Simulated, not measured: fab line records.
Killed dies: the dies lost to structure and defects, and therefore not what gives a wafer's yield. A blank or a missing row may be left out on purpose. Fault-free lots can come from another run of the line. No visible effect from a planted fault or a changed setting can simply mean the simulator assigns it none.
Which tool was responsible?    flow nand harc    13 lots with 39 wafers sampled at 6 steps, on a route of 1302 steps

## WHAT THE GAUGES SHOWED, per wafer
NHARC_A_M1_INSPECT_11.
lot   measured      on                 raw defect count
L945  day 22 16:58  defect inspect-02  21 20 20
L946  day 23 11:56  defect inspect-01  94 114 88
L948  day 23 19:25  defect inspect-02  67 61 57
L950  day 24 22:34  defect inspect-01  75 67 72
L957  day 27 18:15  defect inspect-01  82 76 80
L958  day 28 22:53  defect inspect-02  44 47 40
L959  day 29 02:32  defect inspect-01  30 23 23
L962  day 29 22:49  defect inspect-02  28 27 21
L961  day 29 23:37  defect inspect-02  57 53 63
L965  day 30 23:18  defect inspect-01  93 78 106
L966  day 31 22:27  defect inspect-01  77 80 83
L967  day 32 12:11  defect inspect-01  45 46 47
L968  day 33 03:58  defect inspect-01  74 74 64

NHARC_A_M1_CD_MEAS_16.
lot   measured      on         cd nm (nm)
L945  day 22 17:19  cd sem-01  120.3 121.0 119.8
L946  day 23 12:19  cd sem-03  120.1 120.3 120.4
L948  day 23 19:47  cd sem-01  122.0 121.6 122.3
L950  day 24 22:56  cd sem-02  120.1 119.9 119.7
L957  day 27 18:37  cd sem-03  119.3 119.6 118.4
L958  day 28 23:14  cd sem-02  119.8 119.1 118.8
L959  day 29 02:54  cd sem-02  119.7 120.8 119.5
L962  day 29 23:11  cd sem-02  120.4 118.9 120.1
L961  day 29 23:59  cd sem-03  119.9 120.4 120.2
L965  day 30 23:40  cd sem-03  119.7 119.5 118.8
L966  day 31 22:49  cd sem-02  120.7 119.9 118.9
L967  day 32 12:38  cd sem-01  122.3 120.3 121.4
L968  day 33 04:20  cd sem-02  120.1 119.3 120.0

NHARC_END_SORT_01.
lot   measured      on         defect limited yield (%)  killed at array  killed at other  killed at periphery  killed dies  killed open  killed short
L957  day 29 09:18  prober-02  92.6 92.0 90.4            48 50 59         0 0 0            2 4 6                50 54 65     2 2 3        0 0 3
L962  day 31 10:25  prober-02  95.0 96.2 95.0            32 24 29         0 0 1            2 2 4                34 26 34     1 3 7        5 1 4
L961  day 31 09:37  prober-01  93.1 93.1 92.5            44 42 46         3 2 2            0 3 3                47 47 51     3 3 3        5 4 3

## WHAT TOOL EACH LOT RAN ON (gives the tool, then ch and the chambers of the sampled wafers, and finally the start)
lot   NHARC_A_M0_PVD_20                        NHARC_A_M0_DEP_32                NHARC_A_M1_DEVELOP_08
L945  pvd sputter-02, day 22 15:44 or earlier  pecvd-02 ch 0,1,2, day 22 15:44  litho track-06 ch 0, day 22 16:00
L946  pvd sputter-03, day 23 10:49 or earlier  pecvd-01 ch 0,1,2, day 23 10:49  litho track-06 ch 0, day 23 11:00
L948  pvd sputter-03, day 23 18:08 or earlier  pecvd-03 ch 0,1, day 23 18:08    litho track-06 ch 0, day 23 19:00
L950  pvd sputter-03, day 24 21:12 or earlier  pecvd-03 ch 0,1, day 24 21:12    litho track-01 ch 0, day 24 22:00
L957  pvd sputter-01, day 27 16:55 or earlier  pecvd-03 ch 0,2, day 27 16:55    litho track-06 ch 0, day 27 18:00
L958  pvd sputter-01, day 28 21:43 or earlier  pecvd-01 ch 0,1, day 28 21:43    litho track-01 ch 0, day 28 22:00
L959  pvd sputter-01, day 29 01:13 or earlier  pecvd-03 ch 1,2, day 29 01:13    litho track-04 ch 0, day 29 02:00
L962  pvd sputter-01, day 29 21:19 or earlier  pecvd-02 ch 0,2, day 29 21:19    litho track-04 ch 0, day 29 22:00
L961  pvd sputter-02, day 29 22:08 or earlier  pecvd-02 ch 0,2, day 29 22:08    litho track-06 ch 0, day 29 23:00
L965  pvd sputter-02, day 30 21:50 or earlier  pecvd-03 ch 0,2, day 30 21:50    litho track-01 ch 0, day 30 23:00
L966  pvd sputter-01, day 31 20:57 or earlier  pecvd-02 ch 0,2, day 31 20:57    litho track-01 ch 0, day 31 22:00
L967  pvd sputter-03, day 32 10:59 or earlier  pecvd-03 ch 0,1,2, day 32 10:59  litho track-01 ch 0, day 32 11:00
L968  pvd sputter-03, day 33 02:50 or earlier  pecvd-03 ch 0,1,2, day 33 02:50  litho track-06 ch 0, day 33 03:00
- NHARC_A_M0_PVD_20: deposits TaN, target thk 5 nm, time 8.06 s.
- NHARC_A_M0_DEP_32: deposits SiCN, target thk 30 nm.
- NHARC_A_M1_DEVELOP_08: develop time 35 s.

## WHAT THE TOOLS THEMSELVES READ (means of the sampled wafers that have a number; where no wafer has one, the mark that the record gives instead)
NHARC_A_M0_PVD_20.
lot   tool            bias v (V)  throttle valve pct (%)
L945  pvd sputter-02  170.4       29.1
L946  pvd sputter-03  168.2       29.9
L948  pvd sputter-03  166.3       30.2
L950  pvd sputter-03  167.2       29.4
L957  pvd sputter-01  168.0       30.1
L958  pvd sputter-01  168.4       31.0
L959  pvd sputter-01  169.2       30.3
L962  pvd sputter-01  169.1       31.0
L961  pvd sputter-02  168.2       28.4
L965  pvd sputter-02  167.3       28.4
L966  pvd sputter-01  169.4       31.0
L967  pvd sputter-03  170.5       29.7
L968  pvd sputter-03  168.0       29.7

NHARC_A_M0_DEP_32.
lot   tool      heater power w (W)
L945  pecvd-02  572
L946  pecvd-01  551
L948  pecvd-03  594
L950  pecvd-03  624
L957  pecvd-03  583
L958  pecvd-01  561
L959  pecvd-03  578
L962  pecvd-02  543
L961  pecvd-02  541
L965  pecvd-03  555
L966  pecvd-02  535
L967  pecvd-03  581
L968  pecvd-03  546

## THE ANSWER, worked out from the rows above alone
Rule: usual is defined by the lots themselves. The widest of any qualifying gaps counts: lots, ordered by their means at a reading, are off when they make up no more than a third of the lots, leave a main group of 4 or more, and stand apart from it by 3 or more times the standard deviation of that group's means. A main group whose means are all the same, to the digits that the tables above print for the reading, isn't used. Also off: a lot with no number at a reading for which 4 or more lots have one. Where the step has rows for the other lots, those lots are counted as sound. Order of review: gauges by route order, followed by the tools' own readings, for which a lot's mean as printed above is used. The first step at which some lot is off is used, and at that step the reading that is off furthest; a lot without a number counts as furthest.
No lot is off at any reading shown: from this, nothing can be told.

## WHAT THE SIMULATOR PUT IN
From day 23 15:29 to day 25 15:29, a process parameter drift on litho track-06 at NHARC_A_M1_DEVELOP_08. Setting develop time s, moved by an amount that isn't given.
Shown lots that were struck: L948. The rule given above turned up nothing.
